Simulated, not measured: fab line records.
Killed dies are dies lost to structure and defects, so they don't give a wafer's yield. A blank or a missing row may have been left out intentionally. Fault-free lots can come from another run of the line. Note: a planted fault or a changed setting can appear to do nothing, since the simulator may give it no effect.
Struck lot and sound lot, side by side	flow nand-harc	14 out of 1302 route steps
Sound: these wafers, L916.1, L916.2, L916.6. Wafers L932.2, L932.5, L932.6 were the ones struck. Last of all comes the cause.
At each step with rows: each side's tool, then ch and its chambers, then its first start. Under that, the readings that differ: sound wafers	struck wafers	difference of the means	sigmas: that difference in standard deviations of wafers without a fault.
alike: readings whose means differ by less than 2 such deviations, and words and numbers that are the same on both sides. not compared: withheld readings, readings that some wafer has no value for, bounds like >300 that may hide the same value, and numbers for which the record gives no deviation and whose values overlap.
The two part at a step that has a row with sigmas, a row that says differs or no value, or rows on one side only. Numbers that have no deviation but don't overlap get no sigmas and don't part them. A reading missing from all wafers of one side parts the sides only when that side holds two or more wafers.

first, 2 steps without rows for these wafers: NHARC_A_CONTACT_STRIP_104 (strips in CF4/CHF3); NHARC_A_CONTACT_STRIP_105 (strips in O2/COS).
NHARC_A_CONTACT_ETCH_106: etches the open film in CF4/O2, target depth 90 nm, overetch 9 nm, time 49.5 s.
  sound on rie-diel-03 ch 0,2,3, day 22 18:22; struck on rie-diel-03 ch 0,1,2, day 29 10:14
  alike: drypump-motor-current-A, mfc-ar-sccm, oes-product-au, rf-vpp-V, showerhead-plenum-p-Torr, throttle-valve-pct
  not compared: rf-hours-counter-h
NHARC_A_CONTACT_STRIP_82: strips in O2.
  sound: rie-diel-03 ch 0,1,2; struck: rie-diel-03 ch 2,3
  alike: drypump-motor-current-A, mfc-ar-sccm, oes-product-au, rf-vpp-V, showerhead-plenum-p-Torr, throttle-valve-pct
  not compared: rf-hours-counter-h
then, 1 step without rows for these wafers: NHARC_A_CONTACT_STRIP_83 (strips in post etch residue remover, time 600 s).
NHARC_A_CONTACT_DEP_84: deposits aC, target thk 2800 nm.
  sound on acl-dep-02 ch 0, day 22 20:19; struck on acl-dep-03 ch 0, day 29 11:28
  alike: throttle-valve-pct
NHARC_A_CONTACT_DEP_85: deposits SiON, target thk 60 nm.
  sound on pecvd-02 ch 0,1, day 22 22:02; struck on pecvd-03 ch 1,2, day 29 12:59
  alike: heater-power-w
then, 5 steps without rows for these wafers: NHARC_A_CONTACT_DEHYDRATE_00 (time 120 s); NHARC_A_CONTACT_HMDS_01 (time 30 s); NHARC_A_CONTACT_COAT_86 (time 75 s); NHARC_A_CONTACT_COAT_87 (time 65 s); NHARC_A_CONTACT_COAT_02 (resist thk 90 nm).
NHARC_A_CONTACT_SOFTBAKE_03: time 55 s.
  sound on litho-track-06 ch 0, day 22 22:00; struck on litho-track-06 ch 0, day 29 13:00
reading	sound	struck	difference	sigmas
heater-power-total-W (W)	188.29 188.32 188.60	194.23 194.45 194.36	+5.94	+40
after that, 1 step had no rows for these wafers: NHARC_A_CONTACT_EBR_04.

== WHERE THEY PART ==
Only at NHARC_A_CONTACT_SOFTBAKE_03, as far as this record shows.

WHY: the cause the simulator had injected
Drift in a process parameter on litho-track-06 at NHARC_A_CONTACT_SOFTBAKE_03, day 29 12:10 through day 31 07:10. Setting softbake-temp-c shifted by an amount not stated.
